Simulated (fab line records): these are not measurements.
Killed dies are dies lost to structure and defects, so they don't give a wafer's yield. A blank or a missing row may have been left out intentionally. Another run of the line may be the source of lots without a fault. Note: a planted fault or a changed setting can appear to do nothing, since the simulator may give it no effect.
Chamber matching -- flow nand harc -- ald hk-01 running NHARC_A_STAIRCASE_ALD_420: 4 sister chambers
The step deposits SiO2, target thk 20 nm, pulse time 6 s, ald cycles 200. 4 wafers are shown with their chamber, then 8 later ones without.

## WAFERS WITH THEIR CHAMBER
wafer,chamber,heater power w (W)
L080.4,3,510
L083.2,0,397
L083.5,1,485
L088.2,2,510

## WAFERS WITHOUT THEIR CHAMBER
wafer,heater power w (W)
L088.3,497
L088.6,414
L091.1,505
L091.3,508
L091.4,416
L096.3,521
L096.4,508
L096.5,488

## CHAMBER TAKEN BY EACH
wafer,from the rows above,in truth
L088.3,can't be placed: 1 or 2 or 3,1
L088.6,0,0
L091.1,can't be placed: 2 or 3 or 1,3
L091.3,can't be placed: 2 or 3 or 1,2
L091.4,0,0
L096.3,can't be placed: 2 or 3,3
L096.4,can't be placed: 2 or 3 or 1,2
L096.5,can't be placed: 1 or 2 or 3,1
Placed correctly: 2 of 8. Cannot be placed on the basis of these rows: 6; the candidates contain the true chamber in 6. Number placed wrongly: 0.
How it was worked out, from the rows above alone: a wafer's distance from a chamber is the root of the sum, over the readings, of the square of ((its reading less the chamber's mean) divided by the reading's scatter). If the next closest chamber is less than 2 further off than the closest, the wafer can't be placed; otherwise it belongs to the closest. Each chamber's mean is taken over the wafers shown for it. The scatter: with one shown wafer a chamber, the root of the mean of the squares of how far each hidden wafer lies from its nearest shown one.
